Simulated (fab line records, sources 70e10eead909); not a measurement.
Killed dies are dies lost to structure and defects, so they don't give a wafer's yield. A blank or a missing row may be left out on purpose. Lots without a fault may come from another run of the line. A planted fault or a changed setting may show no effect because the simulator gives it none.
Which tool did it? | flow nand_harc | 24 lots, 72 wafers sampled, at 1 step of a route of 1159

WHAT THE GAUGES READ, wafer by wafer
NHARC_A_ONON_D1_THK_MEAS_30: measures by ellipsometry.
lot  | measured     | on            | thk_nm (nm)
L074 | day 8 07:01  | film_metro-02 | 998 997 997
L075 | day 8 14:37  | film_metro-01 | 1004 1004 1002
L076 | day 8 14:38  | film_metro-02 | 996 998 998
L079 | day 8 20:47  | film_metro-01 | 999 999 1001
L077 | day 8 20:50  | film_metro-02 | 994 992 995
L078 | day 9 03:41  | film_metro-02 | 1016 1016 1015
L080 | day 9 12:20  | film_metro-02 | 996 995 996
L081 | day 9 22:41  | film_metro-02 | 995 997 998
L082 | day 10 09:37 | film_metro-02 | 993 994 994
L083 | day 10 09:38 | film_metro-01 | 1012 1013 1013
L084 | day 10 09:41 | film_metro-02 | 1002 999 1001
L086 | day 11 05:16 | film_metro-02 | 1001 1002 1005
L088 | day 11 05:17 | film_metro-01 | 1001 1002 1001
L087 | day 11 05:25 | film_metro-02 | 1008 1006 1008
L085 | day 11 17:39 | film_metro-01 | 1013 1013 1013
L089 | day 11 22:33 | film_metro-01 | 990 989 992
L090 | day 12 03:31 | film_metro-02 | 1003 1002 1002
L091 | day 12 03:32 | film_metro-01 | 990 990 992
L092 | day 12 18:23 | film_metro-02 | 1005 1005 1003
L093 | day 12 18:25 | film_metro-01 | 1012 1011 1012
L094 | day 13 01:59 | film_metro-02 | 1006 1006 1008
L097 | day 13 17:40 | film_metro-02 | 983 983 984
L095 | day 13 17:48 | film_metro-02 | 1003 1000 1003
L096 | day 14 04:00 | film_metro-02 | 991 994 994

WHICH TOOL RAN EACH LOT (tool, then ch and the chambers of the sampled wafers, then the start)
The record holds no process step before these readings.

WHAT THE TOOLS THEMSELVES READ (means of the sampled wafers that have a number; where no wafer has one, the mark that the record gives instead)
The record holds no such reading with a usual standard deviation.

THE ANSWER, worked out from the rows above alone
Rule: what is usual is taken from the lots themselves. Put in order of their means at a reading, lots are off if they are a third of the lots or fewer, leave a main group of 4 or more, and stand apart from it by a gap of 3 or more times the standard deviation of the main group's means; of several such gaps the widest counts. A main group whose means are all the same, to the digits that the tables above print for the reading, isn't used. A lot without any number at a reading at which 4 lots or more have one is off too. The other lots that the step has rows for count as sound. The gauges are gone through in route order, then the tools' own readings, and for those a lot's mean is taken as printed above. The first step at which some lot is off is used, and at that step the reading that is off furthest; a lot without a number counts as furthest.
No lot is off at any reading shown: from this, nothing can be told.

WHAT THE SIMULATOR HAD PUT IN
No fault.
